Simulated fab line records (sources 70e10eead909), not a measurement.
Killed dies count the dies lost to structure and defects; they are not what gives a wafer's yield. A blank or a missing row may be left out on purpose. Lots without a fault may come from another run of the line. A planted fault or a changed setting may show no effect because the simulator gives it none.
Chamber matching ; flow nand_harc ; 4 sister chambers for NHARC_A_M1_DESCUM_14 on rie_diel-12
The step chemistry O2, time 3 s. 7 wafers are shown with their chamber, then 8 later ones without.

EACH WAFER AND ITS CHAMBER
wafer;chamber;oes_product_au (a.u.);o2_flow_sccm (sccm)
L079.5;3;1.008;200.5
L081.4;1;1.006;200.3
L081.5;2;0.998;200.3
L087.1;0;1.010;199.9
L087.2;2;0.996;200.7
L087.4;3;0.997;199.9
L091.1;0;1.002;199.4

WAFERS MISSING THEIR CHAMBER
wafer;oes_product_au (a.u.);o2_flow_sccm (sccm)
L091.3;1.002;200.8
L091.6;0.997;199.6
L093.1;0.999;200.4
L093.4;0.996;199.4
L093.5;1.000;199.2
L092.1;0.999;199.9
L092.2;0.994;200.3
L092.3;0.991;199.7

EACH ONE'S CHAMBER
wafer;from the rows above;in truth
L091.3;can't be placed: 2 or 1 or 3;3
L091.6;can't be placed: 0 or 3 or 2 or 1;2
L093.1;can't be placed: 2 or 3 or 1 or 0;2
L093.4;can't be placed: 0 or 3 or 2 or 1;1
L093.5;can't be placed: 0 or 3 or 1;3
L092.1;can't be placed: 3 or 0 or 1 or 2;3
L092.2;can't be placed: 2 or 3 or 1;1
L092.3;can't be placed: 2 or 3 or 0 or 1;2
Placed correctly: 0 of 8. From these rows, 8 cannot be placed; in 8 the true chamber is one of the candidates. Placed wrongly: 0.
How it was worked out, from the rows above alone: a wafer's distance from a chamber is the root of the sum, over the readings, of the square of ((its reading less the chamber's mean) divided by the reading's scatter). The wafer belongs to the nearest chamber; if the next one is less than 2 further off, it can't be placed. Each chamber's mean is taken over the wafers shown for it. The scatter: the root of (the sum of the squares of (reading less its chamber's mean) over the shown wafers, divided by (wafers less chambers)).
